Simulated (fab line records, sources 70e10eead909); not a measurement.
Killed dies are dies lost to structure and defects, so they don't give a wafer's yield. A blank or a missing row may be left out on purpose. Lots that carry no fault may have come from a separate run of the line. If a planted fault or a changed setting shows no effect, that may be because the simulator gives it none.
Comparing a struck lot with a sound one :: flow nand-harc :: 17 out of 1302 route steps
Sound: these wafers, L222.1, L222.2, L222.3. Struck: wafer L232.4 (L232.1, L232.6, from the same lot, were not struck and are left out); the cause is given at the end.
Each step with rows lists, per side, the tool, then ch with its chambers, then its first start. Under that, the readings that differ: sound wafers :: struck wafers :: difference of the means :: sigmas: that difference in standard deviations of wafers without a fault.
alike: readings with means less than 2 such deviations apart, plus words and numbers identical on both sides. not compared: withheld readings, readings lacking a value on some wafer, bounds such as >300 that could conceal the same value, and numbers that have no deviation in the record and whose values overlap.
A row with sigmas, a row that says differs or no value, or rows on one side alone: a step with any of these is where the two part. Numbers that have no deviation but don't overlap get no sigmas and don't part them. Lack of a reading on every wafer of one side parts them only where that side has two or more wafers.

NHARC_P_M0_OVL_MEAS_10: pitch 180 nm.
  sound: overlay-02 at day 7 07:38; struck: overlay-01 at day 11 07:34
reading: overlay-y-nm (nm)
sound: -0.3 -0.3 -0.3
struck: 2.9
difference: +3.2
sigmas: +4
  alike: overlay-x-nm
NHARC_P_M0_INSPECT_11:
  sound: defect-inspect-02 at day 7 07:40; struck: defect-inspect-02 at day 11 07:37
  alike: raw-defect-count
then, 1 step without rows for these wafers: NHARC_P_M0_DESCUM_14 (chemistry O2, time 3 s).
NHARC_P_M0_ETCH_34: etches the open film in N2/H2, target depth 40 nm, overetch 12 nm, time 43.94 s.
  sound on rie-diel-03 ch 0,1,2, day 7 07:50; struck on rie-diel-05 ch 3, day 11 07:45
reading: drypump-motor-current-A (A)
sound: 6.3 5.2 6.2
struck: 4.9
difference: -1.0
sigmas: -2

reading: rf-hours-counter-h (h)
sound: 6 11 10
struck: 25
difference: +16
sigmas: 
  alike: oes-product-au, rf-vpp-V, showerhead-plenum-p-Torr, throttle-valve-pct
NHARC_P_M0_ETCH_15: etches the open film in C4F8/Ar, target depth 150 nm, overetch 15 nm, time 82.5 s.
  sound: rie-diel-03 ch 0,1,2; struck: rie-diel-05 ch 2
reading: rf-hours-counter-h (h)
sound: 7 11 11
struck: 27
difference: +17
sigmas: 
  alike: oes-product-au, rf-vpp-V
NHARC_P_M0_CD_MEAS_16:
  sound: cd-sem-01 at day 7 08:36; struck: cd-sem-02 at day 11 07:58
  alike: cd-nm
then, 3 steps without rows for these wafers: NHARC_P_M0_STRIP_18 (strips in N2/H2); NHARC_P_M0_STRIP_19 (strips in post etch residue remover, time 600 s); NHARC_P_M0_DEGAS_28 (time 60 s).
NHARC_P_M0_PRE_CLEAN_29: time 30 s.
  sound on pvd-sputter-01; struck on pvd-sputter-03
reading: heater-power-w (W)
sound: 457 458 447
struck: 384
difference: -70
sigmas: -2
NHARC_P_M0_PVD_20: deposits TaN, target thk 5 nm, time 8.06 s.
  sound on pvd-sputter-01; struck on pvd-sputter-03
  alike: bias-v, throttle-valve-pct
then, 1 step without rows for these wafers: NHARC_P_M0_PVD_21 (deposits Cu, target thk 30 nm, time 20.49 s).
NHARC_P_M0_ECD_22: material Cu, target thk 400 nm.
  sound on ecd-cu-02 ch 0,1, day 7 09:35; struck on ecd-cu-01 ch 1, day 11 08:57
  alike: bath-heat-duty-pct, bath-temp-c
NHARC_P_M0_ANNEAL_30: time 90 s.
  sound on rtp-anneal-02 ch 0, day 7 09:58; struck on rtp-anneal-02 ch 0, day 11 09:20
reading: wafer_temp_C_max
sound: 226.8 226.6 226.9
struck: 226.1
difference: -0.7
sigmas: -2
NHARC_P_M0_CMP_23: polishes, t overpolish 20 s, target thk 117.54 nm.
  sound on cmp-03 ch 1,2,3, day 7 10:20; struck on cmp-03 ch 0, day 11 09:40
reading: time-to-endpoint-s (s)
sound: 30.6 31.8 27.4
struck: 15.0
difference: -14.9
sigmas: -5
  alike: motor-current-A, retaining-ring-pressure-frac
NHARC_P_M0_THK_MEAS_24: measures by xrf.
  sound: film-metro-01 at day 7 10:38; struck: film-metro-02 at day 11 09:59
  alike: thk-nm
-- record jumps: 19 days between struck wafers' starts before vs after; left off in module P_M0, resumes in module END, first step shown is number 1302 of the route --
NHARC_END_SORT_01:
  at this point the record logs the struck wafers (prober-01 ch 0, day 30 00:04) and has no rows for the sound ones

## WHERE THEY PART
First at NHARC_P_M0_OVL_MEAS_10; last, within this record, at NHARC_END_SORT_01.

WHY: what the simulator had put in
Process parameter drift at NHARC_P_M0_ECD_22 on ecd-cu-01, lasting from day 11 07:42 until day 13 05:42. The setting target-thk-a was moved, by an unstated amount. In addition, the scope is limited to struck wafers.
